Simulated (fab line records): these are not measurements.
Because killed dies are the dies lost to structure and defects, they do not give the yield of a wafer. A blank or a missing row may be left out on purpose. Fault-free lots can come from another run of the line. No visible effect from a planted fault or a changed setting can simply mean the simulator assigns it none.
fab line records	flow nand_harc
[record] lots = 24	wafers = 72	last_day = 35
route steps=1302 shown A_SGD_CUT@903 A_SLIT@924 A_WL_FILL@952 A_CONTACT@997
lots with no fault: from the same line, run without faults
start_h: hours from the record's first day to the start of the lot's first wafer shown	wait_h: time in hours since the lot's previous step	" identical to the entry in the row above	L1.1+2: several wafers, shown together as one row	- either no value or no given start	* or withheld: withheld	< > ~ a bound
route shown NAME@n: names a module that has steps shown in the file, with the first one's number in the route	usual: mean/standard deviation of fault-free wafers	same: alike in all rows	chamber/n: place in a boat	sites: each site's reading	_std_site: the values' standard deviation	_edge_site: inner sites' mean taken away from outer sites' mean	radius_mm: how far each site lies from the wafer's centre	mask NAME#n: copy n	behind: the most recent tool/chamber to have shaped the wafer	hold: cause of the lot's hold/its duration in hours/its outcome	device: transistor that didn't switch, given as n, p or np	end of line: tests run on the same wafers once the route is complete	step lacking rows: just its recipe	killed: not the wafer's yield, but the dies lost to structure and defects at the first sort	map: dies across one wafer; x = killed, . = not, _ = none there
set.NAME: the setting as run; set.NAME@STEP: as run at that earlier step	model.NAME: the simulator's own value behind a step, which no gauge read
a sample of lots followed through the steps of the route, with each step as a table and each wafer as a row
services: from which hour (start_h, from the record's first day; less than 0 if before it) a tool's chamber was out of use, for how many hours, and why
[[steps]]
[step NHARC_A_SGD_CUT_INSPECT_11]
[usual] raw_defect_count = 62/32
lot.wafer	tool	chamber	start_h	wait_h	raw_defect_count
L074.2	defect_inspect-02	-	448.86	0.0	64
L074.5	"	-	"	"	57
L074.6	"	-	"	"	62
L075.3	defect_inspect-01	-	450.74	0.0	71
L075.4	"	-	"	"	63
L075.6	"	-	"	"	66
L077.1	defect_inspect-01	-	457.82	0.0	20
L077.2	"	-	"	"	17
L077.3	"	-	"	"	26
L076.2	defect_inspect-02	-	457.98	0.0	112
L076.4	"	-	"	"	94
L076.5	"	-	"	"	119
L078.1	defect_inspect-02	-	466.00	0.0	32
L078.2	"	-	"	"	31
L078.3	"	-	"	"	33
L080.1	defect_inspect-02	-	496.52	0.0	78
L080.2	"	-	"	"	80
L080.5	"	-	"	"	82
L081.1	defect_inspect-01	-	496.84	0.0	108
L081.4	"	-	"	"	100
L081.5	"	-	"	"	100
L079.2	defect_inspect-01	-	504.59	0.0	110
L079.4	"	-	"	"	110
L079.5	"	-	"	"	96
L083.2	defect_inspect-01	-	529.75	0.0	30
L083.5	"	-	"	"	27
L083.6	"	-	"	"	34
L082.1	defect_inspect-02	-	530.83	0.0	69
L082.2	"	-	"	"	71
L082.6	"	-	"	"	79
L084.2	defect_inspect-01	-	536.45	0.0	84
L084.4	"	-	"	"	80
L084.6	"	-	"	"	88
L085.3	defect_inspect-02	-	537.32	0.0	15
L085.5	"	-	"	"	17
L085.6	"	-	"	"	10
L086.2	defect_inspect-02	-	549.90	0.0	30
L086.3	"	-	"	"	41
L086.5	"	-	"	"	43
L089.1	defect_inspect-02	-	579.69	0.0	59
L089.5	"	-	"	"	52
L089.6	"	-	"	"	64
L087.2	defect_inspect-02	-	579.85	0.0	113
L087.3	"	-	"	"	84
L087.5	"	-	"	"	75
L088.1	defect_inspect-01	-	580.86	0.0	65
L088.2	"	-	"	"	50
L088.4	"	-	"	"	57
L090.2	defect_inspect-02	-	592.14	0.0	55
L090.3	"	-	"	"	55
L090.6	"	-	"	"	50
L091.1	defect_inspect-02	-	611.24	0.0	27
L091.4	"	-	"	"	24
L091.5	"	-	"	"	25
L094.2	defect_inspect-01	-	630.29	0.0	62
L094.4	"	-	"	"	70
L094.5	"	-	"	"	83
L093.3	defect_inspect-01	-	631.23	0.0	81
L093.5	"	-	"	"	61
L093.6	"	-	"	"	62
L092.1	defect_inspect-02	-	631.53	0.0	108
L092.3	"	-	"	"	89
L092.5	"	-	"	"	103
L096.2	defect_inspect-02	-	658.98	0.0	7
L096.3	"	-	"	"	4
L096.5	"	-	"	"	8
L095.3	defect_inspect-01	-	659.31	0.0	18
L095.5	"	-	"	"	37
L095.6	"	-	"	"	38
L097.2	defect_inspect-02	-	672.05	0.0	102
L097.3	"	-	"	"	91
L097.4	"	-	"	"	82
[step NHARC_A_SLIT_DEP_23]
[recipe] target_thk_a = 1000	target_thk_nm = 100	temp_c = 400	pressure_torr = 3.5	flow_sccm = 200	rf_w = 350	material = SiON
[usual] heater_power_w = 797/78
lot.wafer	tool	chamber	start_h	wait_h	heater_power_w
L074.2	pecvd-01	0	462.85	2.6	716
L074.6	"	2	"	"	657
L074.5	"	0	"	"	737
L075.4	pecvd-01	0	463.70	1.4	719
L075.3	"	2	"	"	697
L075.6	"	0	"	"	746
L076.2	pecvd-04	0	470.28	2.6	726
L076.4	"	0	"	"	701
L076.5	"	1	"	"	800
L077.3	pecvd-02	1	470.30	1.9	771
L077.2	"	2	"	"	874
L077.1	"	0	"	"	804
L078.1	pecvd-01	2	478.19	3.1	745
L078.2	"	0	"	"	763
L078.3	"	0	"	"	768
L081.1	pecvd-04	2	511.60	3.1	964
L081.4	"	2	"	"	953
L081.5	"	0	"	"	811
L080.1	pecvd-02	0	513.60	3.1	830
L080.2	"	2	"	"	833
L080.5	"	1	"	"	747
L079.2	pecvd-02	0	521.19	2.5	782
L079.4	"	2	"	"	818
L079.5	"	1	"	"	665
L083.2	pecvd-02	2	542.85	2.6	844
L083.5	"	1	"	"	783
L083.6	"	2	"	"	854
L082.1	pecvd-01	1	542.99	3.2	587
L082.2	"	0	"	"	833
L082.6	"	1	"	"	587
L084.2	pecvd-02	2	547.19	2.5	944
L084.4	"	0	"	"	922
L084.6	"	1	"	"	759
L085.3	pecvd-04	2	547.35	2.0	895
L085.5	"	0	"	"	737
L085.6	"	2	"	"	913
L086.3	pecvd-04	0	564.23	1.9	808
L086.2	"	1	"	"	766
L086.5	"	2	"	"	937
L087.3	pecvd-01	1	590.45	1.9	648
L087.2	"	0	"	"	764
L087.5	"	1	"	"	665
L089.1	pecvd-04	1	591.02	3.4	728
L089.6	"	1	"	"	747
L089.5	"	0	"	"	784
L088.2	pecvd-04	1	593.88	2.6	835
L088.1	"	2	"	"	868
L088.4	"	2	"	"	875
L090.3	pecvd-04	0	604.52	1.9	698
L090.2	"	1	"	"	826
L090.6	"	0	"	"	718
L091.1	pecvd-04	0	623.66	3.1	735
L091.5	"	2	"	"	870
L091.4	"	1	"	"	824
L094.2	pecvd-02	1	641.52	2.5	742
L094.5	"	2	"	"	892
L094.4	"	0	"	"	804
L092.1	pecvd-01	2	641.53	3.2	904
L092.3	"	1	"	"	638
L092.5	"	0	"	"	849
L093.3	pecvd-01	1	641.79	1.9	645
L093.5	"	0	"	"	725
L093.6	"	1	"	"	642
L096.3	pecvd-02	0	672.79	1.9	915
L096.2	"	2	"	"	798
L096.5	"	0	"	"	883
L095.3	pecvd-02	1	674.85	1.9	733
L095.5	"	1	"	"	737
L095.6	"	2	"	"	947
L097.3	pecvd-02	2	685.23	1.9	895
L097.2	"	0	"	"	790
L097.4	"	2	"	"	901
[step NHARC_A_SLIT_ETCH_29]
[recipe] target_depth_a = 1000	overetch_a = 100	time_s = 55	ion_energy_ev = 100	cf4_flow_sccm = 80	o2_flow_sccm = 20	ar_flow_sccm = 0	rf_w = 300	bias_w = 100	chemistry = CF4/O2
[usual] drypump_motor_current_A = 5.7/0.33	oes_product_au = 1.002/0.011	rf_vpp_V = 197.5/1.6	showerhead_plenum_p_Torr = 1.32/0.062	throttle_valve_pct = 13.397/0.0094
lot.wafer	tool	chamber	start_h	wait_h	drypump_motor_current_A	oes_product_au	rf_hours_counter_h	rf_vpp_V	showerhead_plenum_p_Torr	throttle_valve_pct
L074.2	rie_diel-06	2	469.52	0.1	5.9	1.006	12	197.2	1.32	13.395
L074.5	"	1	"	"	5.5	0.985	-	198.2	1.40	13.399
L074.6	"	2	"	"	5.9	1.000	-	199.4	1.32	13.398
L075.3	rie_diel-10	1	470.37	0.1	6.0	1.014	3	196.5	1.30	13.396
L075.4	"	2	"	"	5.7	1.003	3	193.4	1.25	13.407
L075.6	"	1	"	"	6.0	1.013	-	197.2	1.30	13.382
L076.4	rie_diel-03	2	477.58	0.1	5.6	1.007	0	197.4	1.29	13.382
L076.2	"	0	"	"	5.3	1.006	0	195.5	1.24	13.395
L076.5	"	3	"	"	5.8	1.016	-	196.5	1.24	13.397
L077.1	rie_diel-06	3	478.27	0.1	5.3	0.985	6	199.2	1.38	13.396
L077.2	"	0	"	"	5.3	1.006	13	196.9	1.38	13.400
L077.3	"	2	"	"	5.9	0.992	12	196.9	1.32	13.389
L078.3	rie_diel-10	1	485.93	0.1	6.0	1.003	5	195.5	1.29	13.411
L078.1	"	3	"	"	5.9	1.012	5	197.7	1.40	13.399
L078.2	"	0	"	"	6.4	1.003	6	200.5	1.38	13.391
L081.1	rie_diel-10	1	518.24	0.1	6.0	1.008	7	195.4	1.29	13.404
L081.4	"	1	"	"	6.0	1.013	-	197.3	1.29	13.401
L081.5	"	2	"	"	5.7	1.006	-	197.1	1.25	13.389
L080.1	rie_diel-06	1	522.06	0.1	5.5	0.989	1	199.8	1.40	13.403
L080.2	"	2	"	"	5.8	0.999	1	199.0	1.32	13.386
L080.5	"	2	"	"	5.9	0.997	-	197.3	1.32	13.389
L079.2	rie_diel-03	2	527.81	0.1	5.6	1.012	4	196.9	1.29	13.413
L079.4	"	0	"	"	5.3	0.990	3	195.5	1.24	13.413
L079.5	"	2	"	"	5.5	1.005	-	196.7	1.29	13.394
L083.2	rie_diel-03	1	549.79	0.1	6.1	0.992	5	198.9	1.39	13.390
L083.6	"	0	"	"	5.3	1.007	-	195.1	1.24	13.407
L083.5	"	1	"	"	6.1	0.992	-	198.8	1.39	13.421
L082.1	rie_diel-10	0	551.97	0.1	6.4	1.012	9	200.1	1.38	13.403
L082.2	"	1	"	"	6.0	1.011	8	197.7	1.29	13.390
L082.6	"	2	"	"	5.7	1.013	-	196.6	1.25	13.400
L084.2	rie_diel-06	3	553.79	0.1	5.3	0.973	4	198.8	1.38	13.398
L084.4	"	0	"	"	5.3	1.003	4	197.5	1.38	13.382
L084.6	"	1	"	"	5.5	0.979	-	200.2	1.39	13.403
L085.3	rie_diel-10	0	555.79	0.1	6.4	1.020	9	197.5	1.38	13.389
L085.6	"	3	"	"	5.9	1.015	-	199.8	1.40	13.389
L085.5	"	0	"	"	6.3	1.024	-	197.9	1.38	13.397
L086.2	rie_diel-06	1	570.88	0.1	5.5	0.992	5	198.2	1.39	13.393
L086.3	"	2	"	"	5.9	0.997	5	196.7	1.32	13.414
L086.5	"	0	"	"	5.3	1.011	-	197.7	1.38	13.400
L087.3	rie_diel-06	3	597.07	0.1	5.3	0.978	7	198.1	1.38	13.407
L087.2	"	1	"	"	5.5	0.992	6	199.1	1.39	13.406
L087.5	"	3	"	"	5.3	0.982	-	199.0	1.38	13.381
L089.1	rie_diel-03	2	597.70	0.1	5.6	1.014	6	198.0	1.29	13.392
L089.5	"	2	"	"	5.6	1.010	-	197.0	1.29	13.400
L089.6	"	3	"	"	5.8	1.000	-	197.2	1.24	13.400
L088.1	rie_diel-03	2	600.89	0.1	5.6	1.011	6	196.7	1.29	13.386
L088.4	"	3	"	"	5.8	0.992	5	196.2	1.24	13.399
L088.2	"	1	"	"	6.1	0.990	5	198.7	1.39	13.407
L090.3	rie_diel-06	0	611.26	0.1	5.2	1.018	7	199.3	1.38	13.390
L090.2	"	1	"	"	5.5	0.999	6	198.9	1.39	13.403
L090.6	"	2	"	"	5.9	0.999	-	197.7	1.32	13.402
L091.1	rie_diel-03	2	630.22	0.1	5.6	1.021	7	196.7	1.29	13.387
L091.4	"	3	"	"	5.8	1.006	6	193.6	1.24	13.406
L091.5	"	2	"	"	5.5	1.008	-	197.0	1.29	13.405
L094.4	rie_diel-10	3	648.11	0.1	5.9	1.006	2	200.0	1.40	13.387
L094.2	"	0	"	"	6.4	1.005	3	197.8	1.38	13.403
L094.5	"	2	"	"	5.7	1.013	-	195.6	1.24	13.372
L092.3	rie_diel-03	0	648.34	0.1	5.3	1.003	0	195.9	1.24	13.392
L092.1	"	1	"	"	6.1	1.013	0	200.3	1.39	13.393
L092.5	"	1	"	"	6.1	1.011	-	198.1	1.38	13.402
L093.3	rie_diel-03	1	651.94	0.1	6.1	0.999	0	197.8	1.38	13.416
L093.5	"	3	"	"	5.8	1.018	-	195.7	1.24	13.407
L093.6	"	0	"	"	5.3	1.005	-	194.5	1.24	13.396
L096.2	rie_diel-03	0	679.27	0.1	5.2	1.005	2	194.9	1.24	13.388
L096.3	"	2	"	"	5.6	0.999	1	197.8	1.29	13.404
L096.5	"	1	"	"	6.1	0.999	-	198.5	1.38	13.388
L095.3	rie_diel-03	2	683.07	0.1	5.5	1.004	1	197.4	1.29	13.402
L095.6	"	2	"	"	5.5	1.006	-	197.5	1.29	13.385
L095.5	"	3	"	"	5.8	1.013	-	195.7	1.24	13.394
L097.3	rie_diel-03	0	691.85	0.1	5.3	0.993	3	196.4	1.24	13.406
L097.2	"	2	"	"	5.6	0.999	3	196.5	1.29	13.404
L097.4	"	3	"	"	5.8	1.018	3	194.4	1.24	13.401
[step NHARC_A_WL_FILL_ALD_00]
[recipe] target_thk_a = 30	pulse_time_s = 3	ald_cycles = 30	temp_c = 300	material = Al2O3
[usual] heater_power_w = 475/35	precursor_pulse_height_rel = 1.001/0.021
lot.wafer	tool	chamber	start_h	wait_h	heater_power_w	precursor_pulse_height_rel
L074.2	ald_hk-02	2	476.80	0.1	465	0.994
L074.6	"	1	"	"	501	0.992
L074.5	"	2	"	"	472	1.002
L075.4	ald_hk-02	0	476.93	0.2	530	0.998
L075.3	"	1	"	"	485	0.997
L075.6	"	0	"	"	531	1.012
L076.2	ald_hk-04	1	486.84	2.0	415	1.022
L076.4	"	3	"	"	465	0.987
L076.5	"	2	"	"	486	0.985
L077.2	ald_hk-02	0	486.96	2.2	527	1.008
L077.1	"	1	"	"	493	0.999
L077.3	"	2	"	"	484	1.020
L078.2	ald_hk-02	1	493.23	0.1	482	1.039
L078.3	"	2	"	"	480	1.012
L078.1	"	0	"	"	526	0.994
L081.1	ald_hk-04	0	525.50	0.1	482	1.005
L081.4	"	1	"	"	422	0.981
L081.5	"	0	"	"	479	1.000
L080.1	ald_hk-02	1	529.36	0.1	481	1.004
L080.2	"	2	"	"	483	0.996
L080.5	"	3	"	"	477	0.980
L079.2	ald_hk-01	0	535.13	0.1	411	1.023
L079.4	"	2	"	"	423	0.982
L079.5	"	3	"	"	496	0.995
L083.2	ald_hk-04	0	557.01	0.1	473	1.016
L083.5	"	0	"	"	488	0.980
L083.6	"	1	"	"	410	0.980
L082.2	ald_hk-02	0	559.22	0.1	541	0.982
L082.1	"	1	"	"	494	1.000
L082.6	"	3	"	"	487	0.984
L084.4	ald_hk-02	2	561.73	0.1	450	1.005
L084.2	"	0	"	"	527	0.976
L084.6	"	1	"	"	491	1.006
L085.3	ald_hk-04	0	561.78	0.1	478	1.010
L085.6	"	1	"	"	420	1.009
L085.5	"	2	"	"	492	1.000
L086.3	ald_hk-04	3	578.16	0.1	477	1.057
L086.2	"	0	"	"	478	1.019
L086.5	"	3	"	"	482	0.992
L087.3	ald_hk-02	3	604.25	0.1	479	0.991
L087.2	"	0	"	"	532	0.982
L087.5	"	2	"	"	466	0.996
L089.1	ald_hk-04	3	604.27	0.1	462	1.013
L089.5	"	1	"	"	427	0.988
L089.6	"	2	"	"	496	0.950
L088.4	ald_hk-02	1	608.07	0.1	489	1.019
L088.1	"	2	"	"	445	0.976
L088.2	"	3	"	"	483	1.009
L090.2	ald_hk-02	3	621.14	2.8	485	0.947
L090.3	"	0	"	"	534	0.981
L090.6	"	2	"	"	457	1.007
L091.4	ald_hk-01	1	637.40	0.1	430	0.999
L091.1	"	0	"	"	424	1.025
L091.5	"	2	"	"	425	1.028
L094.4	ald_hk-02	2	655.32	0.1	456	0.979
L094.2	"	0	"	"	546	0.983
L094.5	"	2	"	"	459	0.961
L092.1	ald_hk-01	1	655.35	0.1	424	1.025
L092.3	"	2	"	"	422	0.993
L092.5	"	0	"	"	414	0.961
L093.3	ald_hk-04	3	659.08	0.1	462	0.995
L093.5	"	3	"	"	463	0.962
L093.6	"	0	"	"	511	0.990
L096.2	ald_hk-02	0	686.48	0.1	533	1.005
L096.3	"	1	"	"	478	0.965
L096.5	"	1	"	"	480	1.016
L095.3	ald_hk-04	1	690.30	0.1	426	0.981
L095.5	"	0	"	"	493	1.018
L095.6	"	1	"	"	423	0.970
L097.3	ald_hk-04	3	698.95	0.5	469	0.998
L097.2	"	0	"	"	514	0.988
L097.4	"	2	"	"	469	1.016
[step NHARC_A_CONTACT_CD_MEAS_42]
[recipe] target_cd_nm = 300	landing_energy_ev = 500
[usual] cd_nm = 299.9/0.64
[same] landing_energy_ev = 500
lot.wafer	tool	chamber	start_h	wait_h	cd_nm
L075.3	cd_sem-03	0	500.59	-	298.9
L075.4	"	0	"	"	300.0
L075.6	"	0	"	"	299.6
L074.2	cd_sem-01	0	500.77	-	300.7
L074.5	"	0	"	"	300.7
L074.6	"	0	"	"	299.8
L077.1	cd_sem-03	0	510.47	-	299.1
L077.2	"	0	"	"	299.9
L077.3	"	0	"	"	299.3
L076.2	cd_sem-03	0	512.19	-	299.0
L076.4	"	0	"	"	299.8
L076.5	"	0	"	"	299.7
L078.1	cd_sem-03	0	522.00	-	300.3
L078.2	"	0	"	"	300.5
L078.3	"	0	"	"	300.1
L081.1	cd_sem-02	0	549.23	-	300.1
L081.4	"	0	"	"	299.9
L081.5	"	0	"	"	300.6
L080.1	cd_sem-02	0	552.98	-	298.9
L080.2	"	0	"	"	298.3
L080.5	"	0	"	"	298.9
L079.2	cd_sem-01	0	559.25	-	301.0
L079.4	"	0	"	"	300.3
L079.5	"	0	"	"	300.6
L083.2	cd_sem-03	0	580.86	-	299.6
L083.5	"	0	"	"	299.3
L083.6	"	0	"	"	299.9
L082.1	cd_sem-03	0	581.01	-	300.7
L082.2	"	0	"	"	300.5
L082.6	"	0	"	"	300.5
L084.2	cd_sem-03	0	587.74	-	299.5
L084.4	"	0	"	"	299.9
L084.6	"	0	"	"	299.6
L085.3	cd_sem-01	0	590.80	-	300.9
L085.5	"	0	"	"	301.4
L085.6	"	0	"	"	300.6
L086.2	cd_sem-01	0	603.79	-	299.4
L086.3	"	0	"	"	299.2
L086.5	"	0	"	"	299.6
L088.1	cd_sem-03	0	632.83	-	300.4
L088.2	"	0	"	"	300.8
L088.4	"	0	"	"	300.7
L087.2	cd_sem-03	0	632.99	-	300.1
L087.3	"	0	"	"	299.9
L087.5	"	0	"	"	299.9
L089.1	cd_sem-01	0	637.21	-	300.6
L089.5	"	0	"	"	300.9
L089.6	"	0	"	"	301.0
L090.2	cd_sem-02	0	648.81	-	299.9
L090.3	"	0	"	"	299.7
L090.6	"	0	"	"	300.9
L091.1	cd_sem-03	0	661.57	-	299.7
L091.4	"	0	"	"	299.6
L091.5	"	0	"	"	299.4
L094.2	cd_sem-02	0	679.80	-	298.9
L094.4	"	0	"	"	299.0
L094.5	"	0	"	"	299.3
L092.1	cd_sem-01	0	681.39	-	299.7
L092.3	"	0	"	"	299.6
L092.5	"	0	"	"	299.5
L093.3	cd_sem-02	0	687.58	-	299.9
L093.5	"	0	"	"	300.3
L093.6	"	0	"	"	300.2
L096.2	cd_sem-03	0	710.33	-	300.2
L096.3	"	0	"	"	299.8
L096.5	"	0	"	"	299.7
L095.3	cd_sem-01	0	715.89	-	300.4
L095.5	"	0	"	"	300.2
L095.6	"	0	"	"	300.4
L097.2	cd_sem-01	0	724.28	-	299.2
L097.3	"	0	"	"	299.9
L097.4	"	0	"	"	299.4
[step NHARC_A_CONTACT_INSPECT_44]
[usual] raw_defect_count = 84/43
lot.wafer	tool	chamber	start_h	wait_h	raw_defect_count
L075.3	defect_inspect-01	-	500.71	0.0	116
L075.4	"	-	"	"	95
L075.6	"	-	"	"	97
L074.2	defect_inspect-02	-	500.89	0.0	64
L074.5	"	-	"	"	57
L074.6	"	-	"	"	70
L077.1	defect_inspect-02	-	510.60	0.0	58
L077.2	"	-	"	"	61
L077.3	"	-	"	"	59
L076.2	defect_inspect-02	-	512.31	0.0	110
L076.4	"	-	"	"	88
L076.5	"	-	"	"	125
L078.1	defect_inspect-02	-	522.13	0.0	35
L078.2	"	-	"	"	30
L078.3	"	-	"	"	29
L081.1	defect_inspect-02	-	549.35	0.0	139
L081.4	"	-	"	"	145
L081.5	"	-	"	"	146
L080.1	defect_inspect-01	-	553.10	0.0	123
L080.2	"	-	"	"	123
L080.5	"	-	"	"	131
L079.2	defect_inspect-01	-	559.38	0.0	152
L079.4	"	-	"	"	154
L079.5	"	-	"	"	140
L083.2	defect_inspect-01	-	580.98	0.0	40
L083.5	"	-	"	"	36
L083.6	"	-	"	"	42
L082.1	defect_inspect-02	-	581.14	0.0	120
L082.2	"	-	"	"	114
L082.6	"	-	"	"	140
L084.2	defect_inspect-01	-	587.86	0.0	82
L084.4	"	-	"	"	87
L084.6	"	-	"	"	84
L085.3	defect_inspect-02	-	590.92	0.0	64
L085.5	"	-	"	"	68
L085.6	"	-	"	"	69
L086.2	defect_inspect-02	-	603.91	0.0	39
L086.3	"	-	"	"	41
L086.5	"	-	"	"	47
L088.1	defect_inspect-02	-	632.96	0.0	70
L088.2	"	-	"	"	56
L088.4	"	-	"	"	56
L087.2	defect_inspect-01	-	633.11	0.0	124
L087.3	"	-	"	"	95
L087.5	"	-	"	"	91
L089.1	defect_inspect-01	-	637.34	0.0	124
L089.5	"	-	"	"	111
L089.6	"	-	"	"	114
L090.2	defect_inspect-02	-	648.93	0.0	59
L090.3	"	-	"	"	56
L090.6	"	-	"	"	60
L091.1	defect_inspect-01	-	661.69	0.0	30
L091.4	"	-	"	"	30
L091.5	"	-	"	"	28
L094.2	defect_inspect-01	-	679.92	0.0	65
L094.4	"	-	"	"	75
L094.5	"	-	"	"	96
L092.1	defect_inspect-01	-	681.52	0.0	159
L092.3	"	-	"	"	140
L092.5	"	-	"	"	160
L093.3	defect_inspect-01	-	687.70	0.0	83
L093.5	"	-	"	"	69
L093.6	"	-	"	"	66
L096.2	defect_inspect-02	-	710.45	0.0	18
L096.3	"	-	"	"	20
L096.5	"	-	"	"	23
L095.3	defect_inspect-01	-	716.01	0.0	26
L095.5	"	-	"	"	46
L095.6	"	-	"	"	48
L097.2	defect_inspect-01	-	724.40	0.0	155
L097.3	"	-	"	"	130
L097.4	"	-	"	"	146
[[services]]
tool	chamber	start_h	hours	kind
pecvd-04	-	450.38	13.0	pm
rie_diel-03	-	458.30	9.0	pm
pecvd-01	1	459.17	21.9	repair
pecvd-02	2	480.54	13.4	repair
rie_diel-06	-	484.21	9.0	pm
pecvd-01	-	509.99	13.0	pm
rie_diel-10	-	510.61	0.5	repair
rie_diel-10	3	517.12	12.5	repair
ald_hk-02	-	530.90	10.0	pm
pecvd-04	1	531.54	3.0	repair
pecvd-01	-	532.98	0.5	repair
pecvd-02	-	589.35	13.0	pm
rie_diel-03	1	593.15	6.6	repair
rie_diel-10	3	593.75	3.2	repair
rie_diel-10	-	596.52	9.0	pm
rie_diel-03	1	605.08	8.9	repair
rie_diel-10	3	609.46	2.4	repair
ald_hk-04	-	611.65	10.0	pm
rie_diel-06	2	622.91	1.4	repair
pecvd-04	-	631.38	13.0	pm
rie_diel-03	-	635.30	9.0	pm
rie_diel-06	-	661.21	9.0	pm
rie_diel-06	-	679.86	0.3	repair
pecvd-01	-	691.12	13.0	pm
[[key]]
fault none
